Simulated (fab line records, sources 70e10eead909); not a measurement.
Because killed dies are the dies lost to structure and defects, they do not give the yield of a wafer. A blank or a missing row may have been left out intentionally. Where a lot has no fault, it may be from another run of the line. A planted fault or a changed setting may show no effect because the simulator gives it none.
A struck lot beside a sound one | flow nand harc | 13 out of 1302 route steps
Sound: wafers L600.1, L600.4, L600.6. Wafers L612.1, L612.5, L612.6 were the ones struck. The cause is named last.
Per side, at each step with rows, come the tool, then ch with its chambers, and then its first start. Under that, the readings that differ: sound wafers | struck wafers | difference of the means | sigmas: that difference in standard deviations of wafers without a fault.
alike: readings with means less than 2 such deviations apart, plus words and numbers identical on both sides. not compared: withheld readings, readings lacking a value on some wafer, bounds such as >300 that could conceal the same value, and numbers that have no deviation in the record and whose values overlap.
The two part at a step that has a row with sigmas, a row that says differs or no value, or rows on one side only. Numbers that don't overlap but have no deviation are shown without sigmas and don't part them. A reading that every wafer of one side lacks parts them only if that side has two wafers or more.

first, 1 step without rows for these wafers: NHARC_A_SLIT_SRD_20.
NHARC_A_SLIT_CD_MEAS_21:
  sound on cd sem-02 at day 20 10:41; struck on cd sem-01 at day 26 06:46
  alike: cd nm
then, 3 steps without rows for these wafers: NHARC_A_SIN_REMOVE_WET_00 (chemistry H3PO4, time 15300 s); NHARC_A_SIN_REMOVE_PRECLEAN_01 (cleans in SC1); NHARC_A_SIN_REMOVE_SRD_02.
NHARC_A_SIN_REMOVE_INSPECT_04:
  sound on defect inspect-02 at day 20 16:41; struck on defect inspect-02 at day 26 13:27
  reading          | sound       | struck      | difference | sigmas
  raw defect count | 335 311 385 | 547 703 665 | +295       | +3
NHARC_A_WL_FILL_ALD_00: deposits Al2O3, target thk 3 nm, pulse time 3 s, ald cycles 30.
  sound on ald hk-02 ch 0,1,3, day 20 16:44; struck on ald hk-02 ch 0,1, day 26 13:32
  alike: heater power w, precursor pulse height rel
NHARC_A_WL_FILL_RTA_01: time 5 s.
  sound on rtp anneal-02 ch 0, day 20 17:00; struck on rtp anneal-02 ch 0, day 26 13:47
  alike: lamp power pct, wafer_temp_C_max
NHARC_A_WL_FILL_ALD_02: deposits TiN, target thk 2 nm, pulse time 3 s, ald cycles 100.
  sound on ald metal-02 ch 1,2,3, day 20 17:17; struck on ald metal-01 ch 0,2,3, day 26 14:04
  alike: heater power w, precursor pulse height rel
NHARC_A_WL_FILL_CVD_03: deposits W, target thk 40 nm, time 279 s.
  sound on cvd w-01 ch 0,1, day 20 17:39; struck on cvd w-02 ch 0,1, day 26 14:26
  alike: heater power w, mfc wf6 sccm, throttle valve pct
NHARC_A_WL_FILL_ETCHBACK_04: etches the open film in NF3, target depth 60 nm, time 120 s.
  sound on rie metal-01 ch 0,1, day 20 18:05; struck on rie metal-03 ch 0,1, day 26 14:50
  reading               | sound             | struck            | difference | sigmas
  oes product au (a.u.) | 1.001 0.995 0.996 | 0.945 0.943 0.948 | -0.052     | -4
  alike: chamber pressure mTorr, drypump motor current A
  not compared: rf hours counter h
NHARC_A_WL_FILL_ETCHBACK_05: etches the open film in Cl2/BCl3, target depth 22 nm, time 60 s.
  sound on rie metal-01 ch 0,1, day 20 18:18; struck on rie metal-03 ch 0,1, day 26 15:03
  reading                     | sound             | struck            | difference | sigmas
  drypump motor current A (A) | 4.8 4.8 5.6       | 5.8 6.5 5.8       | +1.0       | +2
  oes product au (a.u.)       | 1.017 1.021 1.007 | 0.988 0.988 0.981 | -0.029     | -3
  alike: chamber pressure mTorr, temp c
  not compared: rf hours counter h
following that, these wafers have no rows for 1 step: NHARC_END_SORT_01.

## WHERE THEY PART
First at NHARC_A_SIN_REMOVE_INSPECT_04; last, within this record, at NHARC_A_WL_FILL_ETCHBACK_05.

WHY: the cause the simulator had injected
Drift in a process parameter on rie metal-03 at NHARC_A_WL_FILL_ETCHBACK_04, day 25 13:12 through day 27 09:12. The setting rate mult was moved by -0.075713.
